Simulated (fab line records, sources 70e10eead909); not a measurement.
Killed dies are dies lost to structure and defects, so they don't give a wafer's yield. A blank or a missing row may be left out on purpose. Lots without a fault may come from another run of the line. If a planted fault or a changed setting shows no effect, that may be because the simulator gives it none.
fab line records    flow nandHarc    part 2 of 2: steps 5 to 6 of 6
[record] lots = 24  wafers = 72  lastDay = 25
route steps=1159 shown A_STAIRCASE@648 A_SLIT@795
lots that met no fault: from a run of the same line without faults
startH: hours from the record's opening day to when the first of the lot's shown wafers began    waitH: hours elapsed since this lot's preceding step    " repeats the value in the row above    L1.1+2: several wafers, shown together as one row    - no value present, or no start provided    * or withheld: withheld    < > ~ a bound
route shown NAME@n: a module of which the file shows steps, and the number in the route of the first    usual: average and standard deviation across the fault-free wafers    same: alike in all rows    chamber/n: place in a boat    sites: readings site by site    _std_site: the standard deviation of these    _edge_site: mean of outer sites minus mean of inner sites    radiusMm: for every site, how far away it sits from the centre of the wafer    mask NAME#n: copy n    behind: the tool/chamber that last shaped the wafer    hold: what put the lot on hold/how long, in hours/how the hold closed    device: whichever transistor did not switch (one of n, p or np)    end of line: the tests these same wafers got at the end of their route    a step with no rows: only its recipe    killed: count of dies lost to structure and defects at first sort (not the wafer's yield)    map: the dies of a wafer, with x for killed, . for not killed, _ for no die there
set.NAME: setting as actually run; set.NAME@STEP: the setting as run at that earlier step    model.NAME: the simulator's own value behind a step, which no gauge read
route steps across a sampled set of lots; one table per step, one row per wafer
services: the hour from which a tool's chamber was out of use, counted from the record's first day as startH (under 0 if before that day), plus the number of hours and why
[[steps]]
[step NHARC_A_SLIT_ETCH_15]
[recipe] targetDepthA = 32000  overEtchFrac = 0.3  timeS = 832  ionEnergyEv = 150  o2FlowSccm = 400  cosFlowSccm = 20  arFlowSccm = 0  rfW = 500  biasW = 300  chemistry = O2/COS
[usual] drypumpMotorCurrentA = 5.6/0.41  o2FlowSccm = 400.0/1.2  oesProductAu = 1.001/0.016  rfVppV = 314.4/1.8  showerheadPlenumPTorr = 3.13/0.12  throttleValvePct = 28.330/0.0086
lot.wafer  tool        chamber  startH  waitH  drypumpMotorCurrentA  o2FlowSccm  oesProductAu  rfHoursCounterH  rfVppV  showerheadPlenumPTorr  throttleValvePct
L074.3     rieDiel-09  1        -       -      5.2                   400.7       1.010         4                315.5   3.26                   28.321
L074.2     "           2        "       "      5.9                   400.1       0.982         5                315.4   3.26                   28.327
L074.5     "           0        "       "      5.2                   399.7       1.013         -                312.3   3.01                   28.334
L075.4     rieDiel-08  2        -       -      5.8                   400.0       0.975         1                311.4   2.92                   28.329
L075.2     "           3        "       "      5.3                   399.0       1.003         1                316.1   3.18                   28.327
L075.3     "           1        "       "      5.9                   401.5       1.000         1                313.2   3.04                   28.324
L077.2     rieDiel-07  1        -       -      5.5                   401.4       1.011         7                315.4   3.10                   28.342
L077.3     "           2        "       "      6.5                   400.8       1.017         6                313.8   3.04                   28.324
L077.6     "           2        "       "      6.5                   399.0       1.027         -                312.6   3.04                   28.326
L078.3     rieDiel-09  1        -       -      5.2                   399.9       1.006         6                315.7   3.26                   28.334
L078.1     "           3        "       "      5.2                   400.4       1.010         6                316.6   3.30                   28.321
L078.5     "           1        "       "      5.3                   399.0       1.005         -                315.7   3.26                   28.320
L076.1     rieDiel-07  0        -       -      5.7                   398.5       0.958         8                313.8   3.14                   28.331
L076.3     "           3        "       "      5.5                   397.2       0.977         8                315.5   3.30                   28.330
L076.6     "           0        "       "      5.8                   399.7       0.961         -                313.7   3.14                   28.342
L079.1     rieDiel-09  1        -       -      5.2                   398.0       1.018         7                314.7   3.26                   28.329
L079.5     "           3        "       "      5.2                   401.8       1.011         -                317.2   3.30                   28.342
L079.6     "           0        "       "      5.2                   400.3       1.016         -                312.7   3.01                   28.326
L080.4     rieDiel-09  2        -       -      5.8                   398.1       0.987         9                317.6   3.26                   28.333
L080.5     "           3        "       "      5.2                   400.3       1.009         -                316.6   3.30                   28.324
L080.6     "           0        "       "      5.2                   399.5       1.007         -                312.6   3.01                   28.325
L082.1     rieDiel-08  3        -       -      5.3                   399.1       1.001         3                316.0   3.18                   28.326
L082.4     "           2        "       "      5.8                   401.3       0.982         -                312.7   2.92                   28.330
L082.5     "           1        "       "      5.9                   399.2       1.010         -                312.3   3.04                   28.323
L084.3     rieDiel-07  1        -       -      5.5                   399.3       1.005         10               313.6   3.10                   28.342
L084.6     "           0        "       "      5.7                   400.4       0.975         -                316.6   3.14                   28.336
L084.4     "           1        "       "      5.5                   399.3       1.001         -                315.9   3.10                   28.342
L083.1     rieDiel-08  2        -       -      5.8                   399.0       0.978         4                310.9   2.92                   28.334
L083.2     "           3        "       "      5.3                   399.3       1.002         4                315.7   3.18                   28.334
L083.6     "           3        "       "      5.3                   399.8       1.000         -                314.8   3.18                   28.312
L081.3     rieDiel-08  1        -       -      5.9                   400.8       1.010         4                312.4   3.04                   28.329
L081.4     "           1        "       "      5.9                   401.0       1.018         -                313.0   3.04                   28.328
L081.6     "           3        "       "      5.3                   400.4       1.012         -                315.8   3.18                   28.345
L085.2     rieDiel-09  0        -       -      5.2                   397.9       1.009         9                313.8   3.01                   28.322
L085.3     "           3        "       "      5.2                   399.6       1.028         10               317.0   3.30                   28.337
L085.6     "           0        "       "      5.2                   399.9       1.015         -                312.3   3.01                   28.332
L086.2     rieDiel-07  0        -       -      5.7                   400.7       0.984         12               315.0   3.14                   28.331
L086.3     "           1        "       "      5.6                   398.0       0.999         12               314.2   3.10                   28.337
L086.5     "           0        "       "      5.7                   401.2       0.976         -                314.7   3.14                   28.338
L087.6     rieDiel-07  0        -       -      5.7                   403.6       0.977         -                314.0   3.14                   28.353
L087.5     "           1        "       "      5.5                   398.3       1.007         -                312.0   3.10                   28.343
L087.4     "           2        "       "      6.4                   398.8       0.998         -                312.9   3.04                   28.336
L088.2     rieDiel-09  2        -       -      5.9                   401.2       0.975         11               316.0   3.26                   28.318
L088.4     "           0        "       "      5.2                   400.3       0.999         11               312.6   3.01                   28.346
L088.5     "           2        "       "      5.9                   401.1       0.995         -                315.3   3.26                   28.334
L089.4     rieDiel-08  0        -       -      5.3                   401.1       1.007         5                316.7   3.27                   28.328
L089.3     "           1        "       "      5.9                   398.7       0.996         7                312.7   3.04                   28.337
L089.1     "           2        "       "      5.8                   400.7       0.982         7                310.9   2.92                   28.338
L091.6     rieDiel-07  1        -       -      5.5                   400.0       1.009         -                313.7   3.10                   28.331
L091.4     "           2        "       "      6.4                   402.2       1.029         -                312.9   3.04                   28.337
L091.5     "           0        "       "      5.7                   399.0       0.990         -                314.3   3.14                   28.330
L090.3     rieDiel-07  0        -       -      5.7                   400.4       0.998         1                315.6   3.14                   28.339
L090.5     "           2        "       "      6.5                   398.4       1.006         -                312.9   3.04                   28.326
L090.6     "           1        "       "      5.5                   399.2       1.012         -                312.3   3.10                   28.326
L092.4     rieDiel-09  2        -       -      5.9                   399.1       0.980         13               316.2   3.26                   28.334
L092.3     "           0        "       "      5.2                   398.6       1.017         12               311.2   3.01                   28.345
L092.6     "           2        "       "      5.8                   400.1       0.974         -                316.5   3.26                   28.326
L093.1     rieDiel-07  3        -       -      5.5                   400.6       0.982         0                316.2   3.29                   28.346
L093.4     "           0        "       "      5.7                   399.3       1.003         2                314.8   3.14                   28.327
L093.3     "           1        "       "      5.5                   398.9       1.015         2                314.1   3.10                   28.332
L094.4     rieDiel-07  2        -       -      6.5                   398.1       1.023         2                312.1   3.04                   28.324
L094.5     "           0        "       "      5.6                   399.5       0.992         -                315.3   3.14                   28.340
L094.6     "           1        "       "      5.5                   400.3       1.020         -                313.5   3.10                   28.325
L095.1     rieDiel-08  3        -       -      5.3                   401.6       1.009         8                314.1   3.18                   28.330
L095.5     "           2        "       "      5.8                   400.4       0.968         -                310.5   2.92                   28.316
L095.6     "           3        "       "      5.3                   400.8       1.004         -                314.8   3.18                   28.343
L097.3     rieDiel-07  0        -       -      5.7                   401.8       1.005         4                312.9   3.14                   28.355
L097.1     "           2        "       "      6.5                   399.9       1.017         4                312.8   3.04                   28.335
L097.6     "           0        "       "      5.7                   399.4       1.008         -                314.0   3.14                   28.322
L096.2     rieDiel-07  2        -       -      6.5                   399.6       1.014         5                314.2   3.04                   28.322
L096.1     "           3        "       "      5.5                   400.3       0.989         4                317.1   3.29                   28.321
L096.4     "           2        "       "      6.4                   400.8       1.016         -                313.9   3.04                   28.332
[step NHARC_A_SLIT_ETCH_17]
[recipe] biasV = 900  sourceW = withheld  pressureMtorr = 20  arFlowSccm = 375  c4f8FlowSccm = 83.3  o2FlowSccm = 41.7  timeS = 1687.5  targetDepthA = 1.01e+05  chemistry = C4F8/O2/Ar
[usual] drypumpMotorCurrentA = 5.7/0.59  o2FlowSccm = 41.70/0.12  showerheadPlenumPTorr = 3.78/0.033  throttleValvePct = 32.046/0.0088
lot.wafer  tool        chamber  startH  waitH  drypumpMotorCurrentA  o2FlowSccm  rfHoursCounterH  showerheadPlenumPTorr  throttleValvePct
L074.2     harEtch-01  1        325.37  -      5.8                   41.96       0                3.80                   32.026
L074.3     "           1        "       "      5.8                   42.04       -                3.80                   32.049
L074.5     "           0        "       "      4.9                   41.84       -                3.80                   32.030
L075.2     harEtch-01  0        331.07  -      4.9                   41.97       6                3.80                   32.036
L075.4     "           0        "       "      4.9                   41.72       -                3.80                   32.060
L075.3     "           1        "       "      5.7                   41.61       -                3.79                   32.039
L077.2     harEtch-01  1        332.74  -      5.8                   41.83       7                3.79                   32.036
L077.3     "           0        "       "      4.9                   41.55       -                3.79                   32.056
L077.6     "           0        "       "      4.9                   41.71       -                3.79                   32.049
L078.1     harEtch-02  1        338.35  -      6.1                   41.60       176              3.74                   32.043
L078.3     "           1        "       "      6.2                   41.73       -                3.74                   32.037
L078.5     "           0        "       "      6.4                   41.80       -                3.84                   32.044
L076.1     harEtch-01  1        338.64  -      5.8                   41.44       9                3.79                   32.036
L076.3     "           1        "       "      5.8                   41.72       -                3.79                   32.041
L076.6     "           0        "       "      4.9                   41.78       -                3.79                   32.048
L079.1     harEtch-02  1        359.46  -      6.2                   41.76       185              3.74                   32.061
L079.6     "           0        "       "      6.4                   41.56       -                3.83                   32.038
L079.5     "           1        "       "      6.2                   41.63       -                3.74                   32.029
L080.4     harEtch-01  1        371.08  -      5.7                   41.75       -                3.79                   32.041
L080.6     "           1        "       "      5.7                   41.61       -                3.79                   32.046
L080.5     "           0        "       "      4.9                   41.76       -                3.79                   32.050
L082.1     harEtch-02  1        371.29  -      6.2                   41.59       190              3.73                   32.050
L082.4     "           0        "       "      6.5                   41.64       -                3.83                   32.057
L082.5     "           1        "       "      6.1                   41.65       -                3.73                   32.050
L083.1     harEtch-02  1        372.78  -      6.1                   41.74       192              3.73                   32.056
L083.2     "           0        "       "      6.4                   41.78       192              3.83                   32.043
L083.6     "           1        "       "      6.1                   41.74       -                3.73                   32.043
L084.4     harEtch-01  0        372.85  -      4.9                   41.84       -                3.79                   32.026
L084.3     "           1        "       "      5.7                   41.74       -                3.79                   32.037
L084.6     "           1        "       "      5.8                   41.73       -                3.79                   32.043
L081.3     harEtch-01  1        376.92  -      5.7                   41.82       -                3.79                   32.047
L081.4     "           0        "       "      4.9                   41.67       -                3.78                   32.045
L081.6     "           0        "       "      4.9                   41.62       -                3.78                   32.044
L085.2     harEtch-01  1        394.25  -      5.7                   41.61       30               3.78                   32.033
L085.3     "           0        "       "      4.9                   41.67       -                3.78                   32.055
L085.6     "           1        "       "      5.7                   41.75       -                3.78                   32.046
L086.2     harEtch-02  1        395.08  -      6.1                   41.80       201              3.73                   32.051
L086.3     "           1        "       "      6.2                   41.97       -                3.73                   32.053
L086.5     "           0        "       "      6.4                   41.55       -                3.83                   32.052
L087.4     harEtch-01  0        396.80  -      4.9                   41.78       -                3.78                   32.039
L087.5     "           0        "       "      4.9                   41.68       -                3.78                   32.050
L087.6     "           1        "       "      5.7                   41.69       -                3.78                   32.043
L088.2     harEtch-01  0        407.59  -      4.9                   41.61       37               3.78                   32.042
L088.4     "           0        "       "      4.9                   41.57       -                3.78                   32.054
L088.5     "           0        "       "      4.9                   41.51       -                3.78                   32.041
L089.1     harEtch-02  1        420.31  -      6.1                   41.82       218              3.72                   32.053
L089.3     "           1        "       "      6.1                   41.64       -                3.72                   32.055
L089.4     "           0        "       "      6.5                   41.77       -                3.82                   32.035
L091.4     harEtch-01  0        420.67  -      4.9                   41.61       -                3.77                   32.048
L091.5     "           1        "       "      5.7                   41.61       -                3.77                   32.060
L091.6     "           0        "       "      4.9                   41.57       -                3.77                   32.051
L090.3     harEtch-02  1        427.48  -      6.1                   41.61       -                3.72                   32.052
L090.6     "           0        "       "      6.4                   41.74       -                3.82                   32.030
L090.5     "           1        "       "      6.2                   41.54       -                3.72                   32.050
L092.3     harEtch-01  0        427.88  -      4.9                   41.63       -                3.77                   32.060
L092.4     "           1        "       "      5.7                   41.62       -                3.77                   32.049
L092.6     "           0        "       "      4.9                   41.69       -                3.77                   32.055
L093.1     harEtch-02  1        432.74  -      6.1                   41.58       221              3.72                   32.048
L093.4     "           0        "       "      6.4                   42.04       -                3.81                   32.050
L093.3     "           1        "       "      6.1                   41.74       -                3.72                   32.024
L094.4     harEtch-01  1        434.79  -      5.8                   41.60       -                3.77                   32.052
L094.5     "           0        "       "      4.9                   41.71       -                3.77                   32.034
L094.6     "           1        "       "      5.8                   41.73       -                3.77                   32.043
L095.1     harEtch-01  1        448.96  -      5.8                   41.39       51               3.77                   32.041
L095.5     "           1        "       "      5.7                   41.34       -                3.77                   32.033
L095.6     "           0        "       "      4.9                   41.65       -                3.77                   32.054
L097.1     harEtch-02  1        461.05  -      6.1                   41.76       238              3.71                   32.044
L097.3     "           0        "       "      6.4                   41.49       -                3.81                   32.047
L097.6     "           0        "       "      6.5                   41.73       -                3.80                   32.058
L096.2     harEtch-02  1        468.12  -      6.2                   41.64       240              3.71                   32.045
L096.1     "           0        "       "      6.5                   41.68       240              3.80                   32.049
L096.4     "           1        "       "      6.1                   41.79       -                3.71                   32.051
[[services]]
tool            chamber  startH  hours  kind
rieDiel-01      0        236.41  21.0   repair
pecvd-01        -        237.20  13.0   pm
rieDiel-07      2        245.97  3.8    repair
rieDiel-09      -        254.31  9.0    pm
plasmaAsher-01  -        276.00  9.0    pm
rieDiel-13      -        276.00  9.0    pm
rieDiel-07      1        276.71  1.2    repair
rieDiel-09      1        288.04  5.7    repair
harEtch-01      -        305.00  17.0   pm
rieDiel-01      -        316.00  9.0    pm
rieDiel-07      2        339.48  2.4    repair
rieDiel-07      3        356.19  50.8   repair
plasmaAsher-02  -        360.00  9.0    pm
rieDiel-01      1        369.10  7.0    repair
rieDiel-12      -        379.58  9.0    pm
plasmaAsher-02  -        389.79  7.0    repair
rieDiel-01      1        414.49  3.9    repair
pecvd-01        -        418.20  13.0   pm
rieDiel-12      0        424.00  7.0    repair
harEtch-01      -        425.93  0.8    repair
rieDiel-12      1        447.06  3.3    repair
rieDiel-07      1        452.39  15.5   repair
rieDiel-13      -        453.00  9.0    pm
plasmaAsher-01  -        453.07  9.0    pm
